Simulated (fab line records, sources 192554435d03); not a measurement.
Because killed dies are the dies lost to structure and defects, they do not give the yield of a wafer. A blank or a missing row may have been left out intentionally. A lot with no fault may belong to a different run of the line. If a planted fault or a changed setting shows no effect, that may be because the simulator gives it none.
Comparing a struck lot with a sound one :: flow n5 finfet :: 38 out of 1938 route steps
Sound: these wafers, L101.1, L101.2, L101.4. Struck: wafer L107.6. The cause comes at the end.
Order at every step that has rows: each side's tool, ch and its chambers, its first start. Under that, the readings that differ: sound wafers :: struck wafers :: difference of the means :: sigmas: that difference in standard deviations of wafers without a fault.
alike: a reading whose means differ by less than 2 such deviations, as well as words and numbers matching on both sides. not compared: withheld readings; readings where some wafer has no value; bounds like >300 that might hide an equal value; numbers whose values overlap and for which the record gives no deviation.
A row with sigmas, a row that says differs or no value, or rows on one side alone: a step with any of these is where the two part. Non-overlapping numbers with no deviation appear without sigmas and do not part them. A reading missing from all wafers of one side parts the sides only when that side holds two or more wafers.

first, 9 steps without rows for these wafers: N5_BEOL_M0_SAQP_EXPOSE_11 (exposes mask M0 CORE, target cd 42 nm); N5_BEOL_M0_SAQP_PEB_12 (peb time 60 s); N5_BEOL_M0_SAQP_DEVELOP_13 (develop time 30 s); N5_BEOL_M0_SAQP_DESCUM_19 (chemistry O2, time 7.9 s); N5_BEOL_M0_SAQP_ETCH_83 (etches SiARC in CF4, target depth 39 nm, time 65 s); N5_BEOL_M0_SAQP_ETCH_84 (etches SOC in N2/H2, target depth 100 nm, overetch 20 nm, time 150 s); N5_BEOL_M0_SAQP_STRIP_80 (strips in N2/H2); N5_BEOL_M0_SAQP_HM_OPEN_112 (chemistry CHF3/O2, target SiO2, stops on a-Si, target depth 12 nm, time 13.5 s); N5_BEOL_M0_SAQP_STRIP_113 (strips in CHF3/O2).
N5_BEOL_M0_SAQP_MANDREL_ETCH_20: etches a-Si in HBr/Cl2, stops on SiNx, target depth 60 nm, bt time 10 s, time 30 s.
  sound on rie si-06 ch 0,1,3, day 6 18:58; struck on rie si-06 ch 0, day 10 07:06
  alike: drypump motor current A, oes product au, throttle valve pct
  not compared: rf hours counter h
then, 27 steps without rows for these wafers: N5_BEOL_M0_SAQP_STRIP_86 (strips in N2/H2); N5_BEOL_M0_SAQP_STRIP_115 (strips in post etch residue remover, time 60 s); N5_BEOL_M0_SAQP_SRD_93 (time 30 s); N5_BEOL_M0_SAQP_RECESS_114 (chemistry HF/NH3, target SiO2, target depth 14.4 nm, afs cycles 3, sublimation time 60 s); N5_BEOL_M0_SAQP_SPACER1_ALD_98 (deposits SiO2, target thk 12.8 nm, pulse time 1 s, purge time 2 s); N5_BEOL_M0_SAQP_SPACER1_ETCHBACK_99 (etches SiO2 in CHF3/O2, target depth 15.4 nm, time 7.7 s); N5_BEOL_M0_SAQP_MANDREL1_REMOVE_100 (chemistry HBr/Cl2/O2, target a-Si, stops on SiNx, bt time 10 s); N5_BEOL_M0_SAQP_ETCH_101 (etches SiNx in CH3F/O2, target depth 29.9 nm, time 42.7 s); N5_BEOL_M0_SAQP_ETCH_102 (etches SiO2 in CF4, target depth 4 nm, time 4.4 s); N5_BEOL_M0_SAQP_MANDREL_ETCH_103 (etches a-Si in HBr/Cl2, stops on SiCN, target depth 45 nm, bt time 10 s, time 27 s); N5_BEOL_M0_SAQP_RECESS_104 (chemistry HF/NH3, target SiO2, target depth 18 nm, afs cycles 3, sublimation time 60 s); N5_BEOL_M0_SAQP_COAT_105 (time 60 s, resist thk 100 nm); N5_BEOL_M0_SAQP_ETCH_106 (etches SOC in N2/H2, stops on SiNx, target depth 150 nm); N5_BEOL_M0_SAQP_ETCH_107 (etches SiNx in CH3F/O2, target depth 30 nm); N5_BEOL_M0_SAQP_STRIP_108 (strips in N2/H2); N5_BEOL_M0_SAQP_RECESS_109 (chemistry HF/NH3, target SiO2, target depth 3 nm, afs cycles 1, sublimation time 60 s); N5_BEOL_M0_SAQP_SPACER2_ALD_26 (deposits SiO2, target thk 15 nm, pulse time 1 s, purge time 2 s); N5_BEOL_M0_SAQP_SPACER2_ETCHBACK_27 (etches SiO2 in CHF3/O2, target depth 22.5 nm, time 11.25 s); N5_BEOL_M0_SAQP_MANDREL2_REMOVE_110 (chemistry HBr/Cl2/O2, target a-Si, stops on SiCN, bt time 10 s); N5_BEOL_M0_SAQP_COAT_69 (time 60 s, resist thk 90 nm); N5_BEOL_M0_SAQP_COAT_72 (time 60 s, resist thk 15 nm); N5_BEOL_M0_SAQP_COAT_87 (time 60 s, resist thk 5 nm); N5_BEOL_M0_SAQP_COAT_34 (resist thk 30 nm); N5_BEOL_M0_SAQP_EBR_36; N5_BEOL_M0_SAQP_SOFTBAKE_35 (time 60 s); N5_BEOL_M0_SAQP_EXPOSE_37 (exposes mask M0 CUT1, target cd 30 nm); N5_BEOL_M0_SAQP_PEB_38 (peb time 60 s).
-- the record jumps here: 7 days lie between the struck wafers' starts before and after (it left off in module BEOL_M0_SAQP and takes up again in module PASSIVATION, whose first step shown is number 1936 of the route) --
N5_PASSIVATION_PROBE_49:
  struck on prober-02, day 17 01:23; sound on prober-01, day 15 14:07
reading: defect limited yield (%)
sound: 90.9
struck: 82.5
difference: -8.4
sigmas: -6

reading: killed_at_M0_to_M3
sound: 35
struck: 116
difference: +81
sigmas: +9

reading: killed at front end
sound: 36
struck: 61
difference: +25
sigmas: +2

reading: killed dies
sound: 107
struck: 206
difference: +99
sigmas: +7

reading: sort_bin_5_function (%)
sound: 5.8
struck: 11.4
difference: +5.6
sigmas: +6

reading: sort_bin_6_memory (%)
sound: 3.2
struck: 5.0
difference: +1.8
sigmas: +3

reading: sort n pass
sound: 1073
struck: 974
difference: -99
sigmas: -7

reading: sort yield pct (%)
sound: 90.9
struck: 82.5
difference: -8.4
sigmas: -6
  alike: killed_at_M4_up, killed at contacts, killed at other, killed on rim, killed open, killed short

## WHERE THEY PART
Only at N5_PASSIVATION_PROBE_49, within this record.

WHY: whatever the simulator had introduced
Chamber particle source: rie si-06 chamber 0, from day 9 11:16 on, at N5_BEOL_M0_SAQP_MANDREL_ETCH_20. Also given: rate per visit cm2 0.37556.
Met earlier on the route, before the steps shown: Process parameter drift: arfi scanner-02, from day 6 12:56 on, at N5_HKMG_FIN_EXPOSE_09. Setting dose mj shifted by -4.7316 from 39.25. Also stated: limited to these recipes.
